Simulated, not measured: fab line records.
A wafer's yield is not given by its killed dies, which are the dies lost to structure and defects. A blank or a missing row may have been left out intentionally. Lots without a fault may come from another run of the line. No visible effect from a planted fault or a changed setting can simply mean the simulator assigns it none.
One fault through the eyes of 2 desks | flow n5 finfet | numbers are kept per desk, each desk with only its own; the story behind them comes last

== FROM THE METROLOGY DESK ==
Lot by lot, what the gauges showed, no matter which tool ran the lot: averages of those sampled wafers that carry a number. Any lot whose mean is over 4 standard deviations away from the usual mean is out of limits and marked OUT; that distance is given in the brackets. 7 of its 10 readings are shown, namely those furthest out on some lot.
Columns: A = DIBL_N at N5_BEOL_M4_RC_MEAS_101, usual 35.7 mV/V; B = DIBL_P at N5_BEOL_M4_RC_MEAS_101, usual 35.7 mV/V; C = IOFF_N at N5_BEOL_M4_RC_MEAS_101, usual 0.155 nA/um; D = IOFF_P at N5_BEOL_M4_RC_MEAS_101, usual 0.20 nA/um; E = ION_P at N5_BEOL_M4_RC_MEAS_101, usual 462 uA/um; F = VT_N at N5_BEOL_M4_RC_MEAS_101, usual 250 mV; G = VT_P at N5_BEOL_M4_RC_MEAS_101, usual -251 mV
lot  | first seen here | A    | B    | C     | D    | E   | F   | G
L244 | day 8 07:52     | 36.4 | 35.8 | 0.155 | 0.21 | 460 | 251 | -251
L245 | day 8 17:17     | 37.1 | 37.3 | 0.185 | 0.23 | 469 | 246 | -248
L248 | day 9 07:03     | 36.2 | 34.0 | 0.162 | 0.20 | 464 | 249 | -252
L251 | day 10 01:29    | 32.9 | 32.3 | 0.104 | 0.14 | 456 | 256 | -256
L252 | day 10 09:34    | 36.5 | 35.2 | 0.144 | 0.21 | 460 | 253 | -248
L256 | day 11 12:53    | 35.0 | 35.3 | 0.161 | 0.22 | 473 | 248 | -248
L264 | day 13 17:22    | 35.5 | 36.1 | 0.152 | 0.20 | 458 | 250 | -253
L265 | day 14 00:05    | 33.6 | 32.5 | 0.128 | 0.17 | 460 | 252 | -252
L267 | day 14 08:04    | 36.5 | 38.2 | 0.174 | 0.21 | 463 | 247 | -251
This desk's finding: nothing out of limits on any of the 9 lots.

== FOR THE TOOL OWNER'S DESK: rie diel-01 ==
The tool's own readings at N5_BEOL_M0_CUTY_ETCH_62 (etches SiARC in CF4, time 58.5 s): means of the sampled wafers that have a number, for each lot that ran on this tool. Any lot whose mean is over 4 standard deviations away from the usual mean is out of limits and marked OUT; that distance is given in the brackets.
Columns: A = drypump motor current A at N5_BEOL_M0_CUTY_ETCH_62, usual 5.9 A; B = etch rf on time s at N5_BEOL_M0_CUTY_ETCH_62, usual 57.7 s; C = oes product au at N5_BEOL_M0_CUTY_ETCH_62, usual 0.67 a.u.; D = rf vpp V at N5_BEOL_M0_CUTY_ETCH_62, usual 184.6 V; E = showerhead plenum p Torr at N5_BEOL_M0_CUTY_ETCH_62, usual 2.19 Torr; F = throttle valve pct at N5_BEOL_M0_CUTY_ETCH_62, usual 15.54 %
lot  | first seen here | A   | B              | C    | D     | E    | F
L244 | day 5 16:55     | 5.9 | 57.3           | 0.66 | 184.7 | 2.18 | 15.57
L245 | day 6 01:38     | 5.4 | 56.4           | 0.70 | 184.6 | 2.20 | 15.45
L252 | day 7 23:19     | 5.6 | 57.3           | 0.71 | 185.9 | 2.26 | 15.41
L256 | day 9 04:50     | 5.8 | 57.9           | 0.65 | 184.2 | 2.18 | 15.51
L264 | day 10 23:17    | 6.5 | 86.0 (+20) OUT | 0.66 | 185.7 | 2.21 | 15.41
L265 | day 11 04:57    | 6.2 | 82.8 (+18) OUT | 0.74 | 185.7 | 2.25 | 15.25
L267 | day 11 19:21    | 5.8 | 75.9 (+13) OUT | 0.67 | 186.1 | 2.26 | 15.38
This desk finds L264, L265, L267 out of limits, L264 being first, at day 10 23:17 (etch rf on time s at N5_BEOL_M0_CUTY_ETCH_62). L244, L245, L252, L256: within limits.

== PUT TOGETHER ==
At day 10 23:17, on L264, L265, L267, the tool owner's desk was in a position to raise an alarm.
At the metrology desk, nothing out of limits was observed.
The metrology desk holds a record of L264, L265, L267, inside its limits.
The lots listed all ran N5_BEOL_M0_CUTY_ETCH_62 on rie diel-01.

== WHAT THE SIMULATOR HAD PUT IN ==
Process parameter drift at N5_BEOL_M0_CUTY_ETCH_62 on rie diel-01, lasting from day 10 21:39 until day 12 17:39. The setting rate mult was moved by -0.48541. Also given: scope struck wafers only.
Shown lots that were struck: L264, L265, L267.
Hours from the fault's start to each desk's first reading out of limits: the tool owner's desk, 2.
